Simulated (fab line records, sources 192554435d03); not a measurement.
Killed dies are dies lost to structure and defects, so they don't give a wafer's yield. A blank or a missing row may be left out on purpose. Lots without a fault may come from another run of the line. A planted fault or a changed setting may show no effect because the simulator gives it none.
One fault seen from 2 desks | flow n5_finfet | each desk has only its own numbers; what lay behind them comes last

THE METROLOGY DESK
What the gauges read, lot by lot, whatever tool the lot ran on: means of the sampled wafers that have a number. A lot is out of limits, marked OUT, if its mean lies more than 4 standard deviations from the usual mean; the brackets give that distance.
Columns: A = MD_CAP_THK at N5_MOL_CONTACT_COAG_THK_MEAS_29, usual 17.91 nm; B = VIA_MOL_THK at N5_MOL_CONTACT_COAG_THK_MEAS_53, usual 43.7 nm
lot  | first seen here | A     | B
L493 | day 4 22:03     | 17.87 | 43.3
L494 | day 5 11:32     | 17.92 | 43.9
L496 | day 5 18:29     | 17.94 | 43.5
L497 | day 6 04:13     | 17.94 | 45.6
L498 | day 6 08:23     | 17.96 | 45.3
L500 | day 6 16:25     | 17.89 | 45.2
L507 | day 8 11:41     | 17.86 | 43.8
L509 | day 9 00:46     | 18.04 | 43.8
L510 | day 9 05:03     | 17.99 | 43.7
L511 | day 9 13:41     | 17.93 | 43.9
L513 | day 10 03:49    | 17.99 | 43.5
L514 | day 10 04:01    | 18.00 | 43.9
This desk's finding: nothing out of limits on any of the 12 lots.

THE TOOL OWNER'S DESK: pecvd-01
The tool's own readings at N5_MOL_CONTACT_COAG_PECVD_31 (deposits SiO2 from TEOS/O2, target thk 46 nm, time 8.9 s): means of the sampled wafers that have a number, for each lot that ran on this tool. A lot is out of limits, marked OUT, if its mean lies more than 4 standard deviations from the usual mean; the brackets give that distance.
Columns: A = susceptor_temp_C at N5_MOL_CONTACT_COAG_PECVD_31, usual 399.99 C
lot  | first seen here | A
L494 | day 5 12:04     | 399.93
L496 | day 5 19:02     | 399.62
L497 | day 6 04:46     | 394.67 (-24) OUT
L498 | day 6 08:55     | 394.94 (-23) OUT
L500 | day 6 16:57     | 394.51 (-25) OUT
L510 | day 9 05:35     | 399.95
L513 | day 10 05:14    | 400.10
This desk's finding: out of limits on L497, L498, L500; first on L497, day 6 04:46 (susceptor_temp_C at N5_MOL_CONTACT_COAG_PECVD_31). In limits: L494, L496, L510, L513.

PUT TOGETHER
The tool owner's desk could have raised an alarm at day 6 04:46, on L497, L498, L500.
The metrology desk saw nothing out of limits.
The metrology desk has L497, L498, L500 on record, within its limits.
Of the lots named, all ran N5_MOL_CONTACT_COAG_PECVD_31 on pecvd-01.

WHAT THE SIMULATOR HAD PUT IN
Process parameter drift: pecvd-01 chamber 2, from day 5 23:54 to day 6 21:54, at N5_MOL_CONTACT_COAG_PECVD_31. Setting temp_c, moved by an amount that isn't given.
Lots struck among those shown: L497, L498, L500.
Hours from the fault's start to each desk's first reading out of limits: the tool owner's desk, 5.
